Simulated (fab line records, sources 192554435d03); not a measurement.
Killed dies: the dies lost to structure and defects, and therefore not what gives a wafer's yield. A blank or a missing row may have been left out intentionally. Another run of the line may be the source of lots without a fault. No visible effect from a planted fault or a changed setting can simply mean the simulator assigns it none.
Comparing a struck lot with a sound one + flow n5-finfet + 16 steps out of a route of 1938
Sound: the wafers L863.1, L863.3, L863.4. Struck: wafers L874.1, L874.4, L874.6. The cause is given at the end.
Each step with rows lists, per side, the tool, then ch with its chambers, then its first start. Under that, the readings that differ: sound wafers + struck wafers + difference of the means + sigmas: that difference in standard deviations of wafers without a fault.
alike: a reading whose means differ by less than 2 such deviations, as well as words and numbers matching on both sides. not compared: withheld readings; readings where some wafer has no value; bounds like >300 that might hide an equal value; numbers whose values overlap and for which the record gives no deviation.
A row with sigmas, a row that says differs or no value, or rows on one side alone: a step with any of these is where the two part. Non-overlapping numbers with no deviation appear without sigmas and do not part them. Lack of a reading on every wafer of one side parts them only where that side has two or more wafers.

first, 2 steps without rows for these wafers: N5_BEOL_M4_PRECLEAN_42 (cleans in residue remover, time 60 s); N5_BEOL_M4_SRD_43 (time 30 s).
N5_BEOL_M4_CD_MEAS_35: target cd 18 nm, target cd y 22.4 nm.
  sound on cd-sem-02 at day 8 03:39; struck on cd-sem-03 at day 11 01:47
  alike: cd-nm
N5_BEOL_M4_DEGAS_44: time 60 s.
  sound on pvd-sputter-02 at day 8 03:41; struck on pvd-sputter-03 at day 11 02:30
  alike: heater-power-w
then, 1 step without rows for these wafers: N5_BEOL_M4_PRE_CLEAN_45 (time 30 s).
N5_BEOL_M4_ALD_84: deposits TaN, pulse time 2 s, purge time 3 s, co reactant purge time 2 s.
  sound on ald-metal-01 ch 0,1, day 8 03:49; struck on ald-metal-02 ch 0,2,3, day 11 02:36
  alike: heater-power-w, precursor-vessel-temp-c
N5_BEOL_M4_SURFACE_TREAT_85:
  sound on pvd-sputter-01 at day 8 04:04; struck on pvd-sputter-03 at day 11 02:53
  not compared: throttle-valve-pct
then, 3 steps without rows for these wafers: N5_BEOL_M4_CVD_47 (deposits Co from CCTBA/H2, target thk 3 nm, time 223.8 s); N5_BEOL_M4_SPUTTER_48 (material Cu, target thk 4.5 nm, time 8.29 s); N5_BEOL_M4_ANNEAL_49 (time 240 s).
N5_BEOL_M4_SPUTTER_79: material Cu, target thk 4.5 nm, time 8.29 s.
  sound on pvd-sputter-01 at day 8 04:35; struck on pvd-sputter-01 at day 11 03:22
  alike: chamber-pressure-pa, chuck-gas-flow-sccm, throttle-valve-pct
then, 1 step without rows for these wafers: N5_BEOL_M4_ANNEAL_80 (time 240 s).
N5_BEOL_M4_SPUTTER_81: material Cu, target thk 4.5 nm, time 8.29 s.
  sound on pvd-sputter-01 at day 8 04:49; struck on pvd-sputter-01 at day 11 03:35
  no value came back on the struck wafers for chamber-pressure-pa (Pa), chuck-gas-flow-sccm (sccm), throttle-valve-pct (%), time-s (s); on the sound wafers chamber-pressure-pa (Pa) reads 0.07006 0.0699 0.07022
N5_BEOL_M4_ANNEAL_82: time 240 s.
  sound on pvd-sputter-01 at day 8 04:53; struck on pvd-sputter-01 at day 11 03:40
  alike: heater-power-w
N5_BEOL_M4_RC_MEAS_101:
  sound on prober-01 ch 0, day 8 07:18; struck on prober-02 ch 0, day 11 06:02
  alike: DIBL_N, DIBL_P, IOFF_N, IOFF_P, ION_N, ION_P, SS_N, SS_P, VT_N, VT_P
-- a jump in the record: the struck wafers' starts before and after are 4 days apart (it breaks off in module BEOL_M4 and resumes in module PASSIVATION, where the first step shown is number 1936 of the route) --
N5_PASSIVATION_PROBE_49:
  only the struck wafers here have rows in the record (prober-02, day 15 10:21); the sound ones have none

WHERE THEY PART
Last at N5_PASSIVATION_PROBE_49 as far as this record goes, first at N5_BEOL_M4_SPUTTER_81.

WHY: the cause the simulator had injected
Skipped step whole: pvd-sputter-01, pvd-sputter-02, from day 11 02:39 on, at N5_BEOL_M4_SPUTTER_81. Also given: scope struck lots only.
